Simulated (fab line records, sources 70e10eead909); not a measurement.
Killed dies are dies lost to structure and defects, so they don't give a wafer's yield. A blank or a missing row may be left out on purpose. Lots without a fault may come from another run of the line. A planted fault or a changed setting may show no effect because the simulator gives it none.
fab line records | flow nand_harc
record lots=14 wafers=42 last_day=24
route steps=1159 shown A_SLIT@803 A_SIN_REMOVE@808 A_WL_FILL@815 END@1159
lots that met no fault: from a run of the same line without faults
start_h: hours from the record's first day to the start of the lot's first wafer shown | wait_h: hours since the lot's step before | " the same as in the row above | L1.1+2: a row that stands for several wafers | - no value, or no start given | * or withheld: withheld | < > ~ a bound
route shown NAME@n: a module of which the file shows steps, and the number in the route of the first | usual: mean/standard deviation of fault-free wafers | same: alike in all rows | chamber/n: place in a boat | sites: the reading at each site | _std_site: their standard deviation | _edge_site: outer sites' mean less inner sites' | radius_mm: how far each site lies from the wafer's centre | mask NAME#n: copy n | behind: the tool/chamber that last shaped the wafer | hold: why the lot was held/for how many hours/how that ended | device: the transistor (n, p or np) that didn't switch | end of line: the same wafers' tests at the end of the route | a step without rows: its recipe alone | killed: dies lost to structure and defects at the first sort, not the wafer's yield | map: a wafer's dies, x killed, . not, _ none there
set.NAME: the setting as run; set.NAME@STEP: as run at that earlier step | model.NAME: the simulator's own value behind a step, which no gauge read
steps of the route over a sample of lots; a table a step, a row a wafer
services: from which hour (start_h, from the record's first day; less than 0 if before it) a tool's chamber was out of use, for how many hours, and why
## steps
# step NHARC_A_SLIT_CD_MEAS_21
# usual cd_nm=289.4/0.76
# columns lot.wafer tool chamber start_h wait_h cd_nm
L318.1 cd_sem-03 - 322.53 - 290.4
L318.4 " - " " 290.4
L318.6 " - " " 290.4
L319.4 cd_sem-01 - 340.96 - 290.4
L319.5 " - " " 290.3
L319.6 " - " " 290.3
L321.1 cd_sem-01 - 341.17 - 289.4
L321.3 " - " " 289.9
L321.6 " - " " 290.1
L323.2 cd_sem-03 - 347.76 - 289.1
L323.4 " - " " 289.4
L323.6 " - " " 289.0
L322.2 cd_sem-02 - 352.01 - 289.6
L322.4 " - " " 289.6
L322.6 " - " " 289.3
L324.1 cd_sem-03 - 352.24 - 289.5
L324.5 " - " " 289.7
L324.6 " - " " 289.5
L325.1 cd_sem-03 - 361.35 - 289.6
L325.4 " - " " 288.8
L325.6 " - " " 288.2
L331.2 cd_sem-01 - 405.81 - 288.8
L331.3 " - " " 290.0
L331.6 " - " " 289.1
L333.2 cd_sem-02 - 410.27 - 290.5
L333.4 " - " " 290.1
L333.5 " - " " 290.4
L336.1 cd_sem-01 - 425.30 - 288.0
L336.4 " - " " 288.9
L336.6 " - " " 288.1
L335.1 cd_sem-02 - 425.73 - 289.3
L335.3 " - " " 290.5
L335.6 " - " " 289.6
L341.1 cd_sem-03 - 447.41 - 290.4
L341.4 " - " " 290.1
L341.6 " - " " 289.7
L338.3 cd_sem-03 - 450.96 - 290.5
L338.5 " - " " 290.2
L338.6 " - " " 289.6
L339.2 cd_sem-03 - 452.65 - 289.9
L339.3 " - " " 289.0
L339.5 " - " " 288.8
# step NHARC_A_SIN_REMOVE_INSPECT_04
# usual raw_defect_count=303/88
# columns lot.wafer tool chamber start_h wait_h raw_defect_count
L318.1 defect_inspect-02 - 330.29 0.0 330
L318.4 " - " " 331
L318.6 " - " " 260
L321.1 defect_inspect-01 - 348.64 0.0 302
L321.3 " - " " 270
L321.6 " - " " 281
L319.4 defect_inspect-02 - 348.64 0.0 211
L319.5 " - " " 334
L319.6 " - " " 273
L323.2 defect_inspect-01 - 355.14 0.0 210
L323.4 " - " " 223
L323.6 " - " " 257
L322.2 defect_inspect-01 - 359.72 0.0 230
L322.4 " - " " 252
L322.6 " - " " 335
L324.1 defect_inspect-02 - 359.72 0.0 212
L324.5 " - " " 263
L324.6 " - " " 292
L325.1 defect_inspect-02 - 369.01 0.0 377
L325.4 " - " " 321
L325.6 " - " " 269
L331.2 defect_inspect-01 - 413.53 0.0 293
L331.3 " - " " 359
L331.6 " - " " 267
L333.2 defect_inspect-01 - 418.03 0.0 237
L333.4 " - " " 263
L333.5 " - " " 316
L335.1 defect_inspect-02 - 433.02 0.0 244
L335.3 " - " " 321
L335.6 " - " " 270
L336.1 defect_inspect-02 - 433.04 0.0 343
L336.4 " - " " 654
L336.6 " - " " 595
L341.1 defect_inspect-02 - 455.11 0.0 459
L341.4 " - " " 262
L341.6 " - " " 318
L338.3 defect_inspect-01 - 459.89 0.0 282
L338.5 " - " " 352
L338.6 " - " " 370
L339.2 defect_inspect-02 - 459.90 0.1 210
L339.3 " - " " 225
L339.5 " - " " 206
# step NHARC_A_WL_FILL_ETCHBACK_05
# recipe target_depth_a=220 time_s=60 temp_c=40 chemistry=Cl2/BCl3
# usual drypump_motor_current_A=6.1/0.31 oes_product_au=0.997/0.0076
# columns lot.wafer tool chamber start_h wait_h drypump_motor_current_A oes_product_au rf_hours_counter_h
L318.1 rie_metal-03 1 334.88 0.2 6.1 0.994 1.3
L318.4 " 0 " " 6.0 1.011 -
L318.6 " 1 " " 6.1 0.987 -
L321.1 rie_metal-01 1 356.13 0.2 6.0 0.985 0.5
L321.3 " 1 " " 6.0 0.994 -
L321.6 " 0 " " 5.7 0.977 -
L319.4 rie_metal-03 0 356.32 0.2 6.0 1.005 -
L319.6 " 1 " " 6.1 0.985 -
L319.5 " 0 " " 6.0 1.015 -
L323.2 rie_metal-02 0 368.89 0.2 6.7 1.011 3.9
L323.4 " 1 " " 6.5 0.987 -
L323.6 " 0 " " 6.7 1.006 -
L322.2 rie_metal-01 0 371.68 0.2 5.7 0.993 1.0
L322.4 " 0 " " 5.7 0.989 -
L322.6 " 1 " " 6.0 1.002 -
L324.1 rie_metal-03 1 371.74 0.2 6.1 0.993 2.6
L324.5 " 0 " " 6.0 0.988 -
L324.6 " 1 " " 6.1 0.987 -
L325.1 rie_metal-01 0 374.52 0.2 5.8 1.004 1.2
L325.4 " 0 " " 5.7 0.994 -
L325.6 " 1 " " 6.0 0.995 -
L331.2 rie_metal-02 1 421.41 0.2 6.4 0.990 0.8
L331.3 " 1 " " 6.5 0.997 -
L331.6 " 0 " " 6.7 1.007 -
L333.2 rie_metal-01 1 424.77 0.3 6.0 0.999 -
L333.4 " 1 " " 6.0 1.000 -
L333.5 " 1 " " 6.0 0.995 -
L335.1 rie_metal-03 1 440.65 0.2 6.1 0.989 4.7
L335.3 " 0 " " 6.0 1.002 -
L335.6 " 0 " " 6.0 0.999 -
L336.1 rie_metal-01 1 443.48 0.2 6.0 0.995 3.1
L336.4 " 1 " " 6.0 1.002 -
L336.6 " 1 " " 6.0 0.997 -
L341.1 rie_metal-01 1 459.64 0.2 6.0 0.999 3.4
L341.4 " 0 " " 5.7 0.994 -
L341.6 " 1 " " 6.0 0.997 -
L338.3 rie_metal-01 1 466.83 0.1 6.0 0.995 -
L338.6 " 0 " " 5.7 0.996 -
L338.5 " 1 " " 6.0 0.999 -
L339.2 rie_metal-03 1 467.79 0.2 6.1 0.985 0.4
L339.3 " 1 " " 6.1 0.985 -
L339.5 " 1 " " 6.1 0.991 -
# step NHARC_A_WL_FILL_ETCHBACK_17
# recipe target_depth_a=40 time_s=26.7 chemistry=Cl2/BCl3
# usual drypump_motor_current_A=6.1/0.3 oes_product_au=0.998/0.0073
# columns lot.wafer tool chamber start_h wait_h drypump_motor_current_A oes_product_au rf_hours_counter_h
L318.1 rie_metal-03 1 345.12 - 6.1 0.995 1.5
L318.4 " 1 " " 6.1 0.986 -
L318.6 " 0 " " 6.0 1.002 -
L321.1 rie_metal-01 1 366.65 - 6.0 1.000 0.8
L321.3 " 0 " " 5.7 0.987 -
L321.6 " 1 " " 6.0 0.998 -
L319.4 rie_metal-02 1 366.68 - 6.4 1.004 -
L319.6 " 0 " " 6.7 1.009 -
L319.5 " 1 " " 6.4 0.996 -
L322.2 rie_metal-02 1 379.68 - 6.4 0.997 4.2
L322.4 " 0 " " 6.7 1.001 -
L322.6 " 1 " " 6.4 1.000 -
L323.2 rie_metal-01 1 379.75 - 6.0 1.004 1.3
L323.4 " 0 " " 5.7 1.003 -
L323.6 " 1 " " 6.0 0.992 -
L324.1 rie_metal-02 1 382.78 - 6.5 0.832 4.3
L324.5 " 1 " " 6.5 0.835 -
L324.6 " 0 " " 6.7 0.995 -
L325.1 rie_metal-02 1 385.58 - 6.4 0.825 4.3
L325.4 " 1 " " 6.5 0.998 -
L325.6 " 1 " " 6.4 0.989 -
L331.2 rie_metal-03 0 431.67 - 6.0 0.994 3.8
L331.3 " 1 " " 6.1 0.990 -
L331.6 " 0 " " 6.0 0.993 -
L333.2 rie_metal-01 1 435.05 - 6.0 1.011 -
L333.4 " 1 " " 6.0 1.014 -
L333.5 " 1 " " 6.0 1.008 -
L335.1 rie_metal-01 1 451.77 - 6.0 0.995 3.2
L335.3 " 1 " " 6.0 0.996 -
L335.6 " 1 " " 6.0 0.998 -
L336.1 rie_metal-03 1 451.83 - 6.1 0.985 5.0
L336.4 " 0 " " 6.0 0.992 -
L336.6 " 1 " " 6.1 0.992 -
L341.1 rie_metal-01 1 473.60 - 6.0 1.006 3.9
L341.4 " 1 " " 6.0 1.003 -
L341.6 " 0 " " 5.7 0.999 -
L338.3 rie_metal-03 0 477.01 - 6.0 1.002 -
L338.6 " 0 " " 6.0 0.998 -
L338.5 " 1 " " 6.1 0.980 -
L339.2 rie_metal-01 1 477.03 - 6.0 1.001 4.0
L339.3 " 0 " " 5.7 0.990 -
L339.5 " 1 " " 6.0 1.005 -
# step NHARC_END_SORT_01
# recipe temp_c=25
# usual killed_at_array=26/9.9 killed_at_other=0.8/1 killed_at_periphery=2.8/2.2 killed_dies=29/9.9 killed_open=3.2/1.8 killed_short=2.1/1.4
# same gross_dies=677
# columns lot.wafer tool chamber start_h wait_h killed_at_array killed_at_other killed_at_periphery killed_dies killed_open killed_short
L318.1 prober-02 0 440.91 2.5 23 1 3 27 1 2
L318.4 prober-02 0 443.33 3.4 34 0 10 44 3 4
L318.6 prober-02 0 444.94 4.0 24 0 5 29 1 1
L319.4 prober-02 0 461.89 3.4 33 0 3 36 7 4
L319.5 prober-02 0 462.69 3.7 32 0 3 35 5 2
L319.6 prober-02 0 463.49 4.0 31 0 6 37 4 2
L325.1 prober-02 0 480.93 2.5 39 0 2 41 6 1
L325.4 prober-02 0 483.31 3.4 31 2 0 33 3 1
L325.6 prober-02 0 484.90 4.0 43 1 0 44 6 1
L333.2 prober-02 0 526.03 2.8 26 1 7 34 2 2
L333.4 prober-02 0 527.61 3.4 34 0 7 41 6 0
L333.5 prober-02 0 528.40 3.7 25 1 2 28 3 2
L336.1 prober-02 0 540.66 2.5 29 2 4 35 4 2
L336.4 prober-02 0 543.09 3.4 12 2 3 17 2 2
L336.6 prober-02 0 544.71 4.1 15 1 1 17 0 2
L341.1 prober-02 0 559.45 2.5 20 3 8 31 3 0
L341.4 prober-02 0 561.86 3.4 26 2 3 31 3 1
L341.6 prober-02 0 563.46 4.0 20 1 5 26 0 2
L339.2 prober-02 0 568.06 2.8 33 1 2 36 1 3
L339.3 prober-02 0 568.84 3.1 39 2 0 41 1 1
L339.5 prober-02 0 570.42 3.6 35 3 3 41 2 2
# killed by level:class
L318.1 A_SLIT:chamber_film_flake=11 A_CHANNEL_HOLE_D1:chamber_film_flake=6 P_STI:chamber_film_flake=2 A_STAIRCASE:chamber_film_flake=2 A_CHANNEL_FILL_D1:geometric_particle:short=1 A_M0:geometric_particle:open=1 P_M1:chamber_film_flake=1 STARTING-WAFER:geometric_particle:short=1
L318.4 A_SLIT:chamber_film_flake=16 A_CHANNEL_HOLE_D1:chamber_film_flake=10 P_M1:chamber_film_flake=6 P_M0:geometric_particle:open=3 A_ZERO_WELL:chamber_film_flake=2 A_STAIRCASE:chamber_film_flake=2 P_M0:geometric_particle:short=1 A_ONON_D1:geometric_particle:short=1
L318.6 A_CHANNEL_HOLE_D1:chamber_film_flake=8 P_M1:chamber_film_flake=5 A_CONTACT:chamber_film_flake=5 A_SLIT:chamber_film_flake=4 A_ZERO_WELL:chamber_film_flake=2 A_BONDPAD:chamber_film_flake=2 A_CONTACT:geometric_particle:short=1 A_CONTACT:geometric_particle:open=1
L319.4 A_CHANNEL_HOLE_D1:chamber_film_flake=11 A_SLIT:chamber_film_flake=9 A_WL_FILL:geometric_particle:open=3 A_STAIRCASE:chamber_film_flake=3 A_CONTACT:geometric_particle:short=2 P_M0:geometric_particle:short=1 P_M2:geometric_particle:open=1 A_ONON_D1:geometric_particle:open=1
L319.5 A_CHANNEL_HOLE_D1:chamber_film_flake=10 A_SLIT:chamber_film_flake=8 A_STAIRCASE:chamber_film_flake=3 A_CONTACT:chamber_film_flake=3 A_WL_FILL:geometric_particle:short=2 A_CONTACT:geometric_particle:open=2 P_CONTACT:geometric_particle:open=1 A_WL_FILL:geometric_particle:open=1
L319.6 A_CHANNEL_HOLE_D1:chamber_film_flake=13 A_SLIT:chamber_film_flake=10 P_GATE:chamber_film_flake=2 A_ZERO_WELL:chamber_film_flake=2 A_STAIRCASE:chamber_film_flake=2 P_GATE:geometric_particle:open=1 P_CONTACT:geometric_particle:short=1 P_M0:geometric_particle:open=1
L325.1 A_CHANNEL_HOLE_D1:chamber_film_flake=17 A_SLIT:chamber_film_flake=11 A_STAIRCASE:chamber_film_flake=3 A_WL_FILL:geometric_particle:open=2 A_CONTACT:chamber_film_flake=2 P_CONTACT:geometric_particle:open=1 P_M0:geometric_particle:open=1 A_ONON_D1:geometric_particle:short=1
L325.4 A_CHANNEL_HOLE_D1:chamber_film_flake=12 A_SLIT:chamber_film_flake=12 A_CONTACT:geometric_particle:open=2 A_CONTACT:chamber_film_flake=2 THIN_TSV:chamber_film_flake=2 A_SGD_CUT:geometric_particle:short=1 A_WL_FILL:geometric_particle:open=1 A_STAIRCASE:chamber_film_flake=1
L325.6 A_SLIT:chamber_film_flake=16 A_CHANNEL_HOLE_D1:chamber_film_flake=12 A_CONTACT:chamber_film_flake=4 A_CONTACT:geometric_particle:open=3 A_STAIRCASE:chamber_film_flake=3 A_CHANNEL_FILL_D1:geometric_particle:open=2 A_CHANNEL_FILL_D1:geometric_particle:short=1 A_M1:geometric_particle:open=1
L333.2 A_SLIT:chamber_film_flake=17 P_CONTACT:chamber_film_flake=5 A_WL_FILL:chamber_film_flake=4 A_CONTACT:chamber_film_flake=2 P_GATE:geometric_particle:open=1 A_ONON_D1:geometric_particle:open=1 A_CHANNEL_HOLE_D1:geometric_particle:short=1 STARTING-WAFER:geometric_particle:short=1
L333.4 A_SLIT:chamber_film_flake=13 A_CHANNEL_HOLE_D1:chamber_film_flake=7 A_CONTACT:chamber_film_flake=5 P_CONTACT:chamber_film_flake=3 A_STAIRCASE:chamber_film_flake=3 P_GATE:geometric_particle:open=2 A_CONTACT:geometric_particle:open=2 A_WL_FILL:chamber_film_flake=2
L333.5 A_SLIT:chamber_film_flake=12 A_CONTACT:chamber_film_flake=4 A_CHANNEL_HOLE_D1:chamber_film_flake=3 A_STAIRCASE:chamber_film_flake=3 P_M1:geometric_particle:open=1 P_M1:geometric_particle:short=1 A_STAIRCASE:geometric_particle:open=1 A_CONTACT:geometric_particle:short=1
L336.1 A_CHANNEL_HOLE_D1:chamber_film_flake=12 A_CONTACT:chamber_film_flake=11 P_STI:chamber_film_flake=2 A_M1:chamber_film_flake=2 P_M0:geometric_particle:open=1 P_M0:geometric_particle:short=1 A_STAIRCASE:geometric_particle:open=1 A_STAIRCASE:geometric_particle:short=1
L336.4 A_CONTACT:chamber_film_flake=4 P_STI:chamber_film_flake=2 A_CHANNEL_HOLE_D1:chamber_film_flake=2 A_M1:chamber_film_flake=2 THIN_TSV:chamber_film_flake=2 A_ONON_D1:geometric_particle:short=1 A_WL_FILL:geometric_particle:short=1 A_WL_FILL:geometric_particle:open=1
L336.6 A_CHANNEL_HOLE_D1:chamber_film_flake=6 A_CONTACT:chamber_film_flake=5 A_STAIRCASE:chamber_film_flake=2 A_ONON_D1:geometric_particle:short=1 A_CONTACT:geometric_particle:short=1 P_GATE:chamber_film_flake=1 THIN_TSV:chamber_film_flake=1
L341.1 A_CHANNEL_HOLE_D1:chamber_film_flake=15 P_M1:chamber_film_flake=5 A_STAIRCASE:chamber_film_flake=3 THIN_TSV:chamber_film_flake=3 P_GATE:geometric_particle:open=1 P_M0:geometric_particle:open=1 A_CONTACT:geometric_particle:open=1 P_ZERO_WELL:chamber_film_flake=1
L341.4 A_CHANNEL_HOLE_D1:chamber_film_flake=22 THIN_TSV:chamber_film_flake=2 P_CONTACT:geometric_particle:short=1 A_CHANNEL_HOLE_D1:geometric_particle:open=1 A_SGD_CUT:geometric_particle:open=1 A_WL_FILL:geometric_particle:open=1 P_GATE:chamber_film_flake=1 P_M1:chamber_film_flake=1
L341.6 A_CHANNEL_HOLE_D1:chamber_film_flake=15 P_M1:chamber_film_flake=3 A_CONTACT:chamber_film_flake=2 A_ONON_D1:geometric_particle:short=1 A_CHANNEL_FILL_D1:geometric_particle:short=1 P_ZERO_WELL:chamber_film_flake=1 P_GATE:chamber_film_flake=1 A_ZERO_WELL:chamber_film_flake=1
L339.2 A_SLIT:chamber_film_flake=20 A_CHANNEL_HOLE_D1:chamber_film_flake=6 P_CONTACT:geometric_particle:short=2 A_STAIRCASE:chamber_film_flake=2 A_WL_FILL:chamber_film_flake=2 A_ONON_D1:geometric_particle:open=1 A_WL_FILL:geometric_particle:short=1 A_CONTACT:chamber_film_flake=1
L339.3 A_SLIT:chamber_film_flake=20 A_CHANNEL_HOLE_D1:chamber_film_flake=10 A_WL_FILL:chamber_film_flake=3 A_STAIRCASE:chamber_film_flake=2 A_CONTACT:chamber_film_flake=2 A_CHANNEL_FILL_D1:geometric_particle:short=1 A_M1:geometric_particle:open=1 HYBRID_BOND:chamber_film_flake=1
L339.5 A_SLIT:chamber_film_flake=22 A_CHANNEL_HOLE_D1:chamber_film_flake=5 A_STAIRCASE:chamber_film_flake=4 THIN_TSV:chamber_film_flake=3 P_GATE:geometric_particle:short=1 P_M0:geometric_particle:open=1 A_ONON_D1:geometric_particle:open=1 A_M1:geometric_particle:short=1
## services
# columns tool chamber start_h hours kind
rie_metal-01 - 332.00 9.0 pm
rie_metal-01 0 332.00 9.0 vent_cycle
rie_metal-01 1 332.00 9.0 vent_cycle
rie_metal-01 0 341.00 - clean
rie_metal-01 1 341.00 - clean
rie_metal-03 - 373.55 0.2 repair
rie_metal-02 - 388.00 9.0 pm
rie_metal-02 0 388.00 9.0 vent_cycle
rie_metal-02 1 388.00 9.0 vent_cycle
rie_metal-02 0 397.00 - clean
rie_metal-02 1 397.00 - clean
rie_metal-03 0 399.59 6.9 repair
rie_metal-01 1 419.95 2.3 repair
rie_metal-01 0 423.28 13.1 repair
rie_metal-03 - 453.00 9.0 pm
rie_metal-03 0 453.00 9.0 vent_cycle
rie_metal-03 1 453.00 9.0 vent_cycle
rie_metal-02 1 457.55 1.7 repair
rie_metal-03 0 462.00 - clean
rie_metal-03 1 462.00 - clean
rie_metal-02 0 470.58 2.4 repair
## key
first_sign step=NHARC_A_WL_FILL_ETCHBACK_17 reading=oes_product_au direction=down sigmas=23 usual=0.998 struck=0.831
effect none on later readings
met_at NHARC_A_WL_FILL_ETCHBACK_17
struck_lots L324,L325
struck_wafers L324.1,L324.5,L325.1
tester_left_out L324,L325
not_acting_at NHARC_A_SLIT_CD_MEAS_21,NHARC_A_SIN_REMOVE_INSPECT_04,NHARC_A_WL_FILL_ETCHBACK_05
onset_between 379.68 382.78
fault kind=process_parameter_drift tool=rie_metal-02 chamber=- onset_h=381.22 steps=NHARC_A_WL_FILL_ETCHBACK_17 channel=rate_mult offset=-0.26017 shape=step end_h=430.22 scope=struck_wafers_only
# tester_left_out: of these lots the tester's yield and bins aren't shown, on N5 and GAA mostly nor the transistor test; their killed dies are dies lost to structure and defects alone, not to doping, threshold or leakage, so they don't give the yield
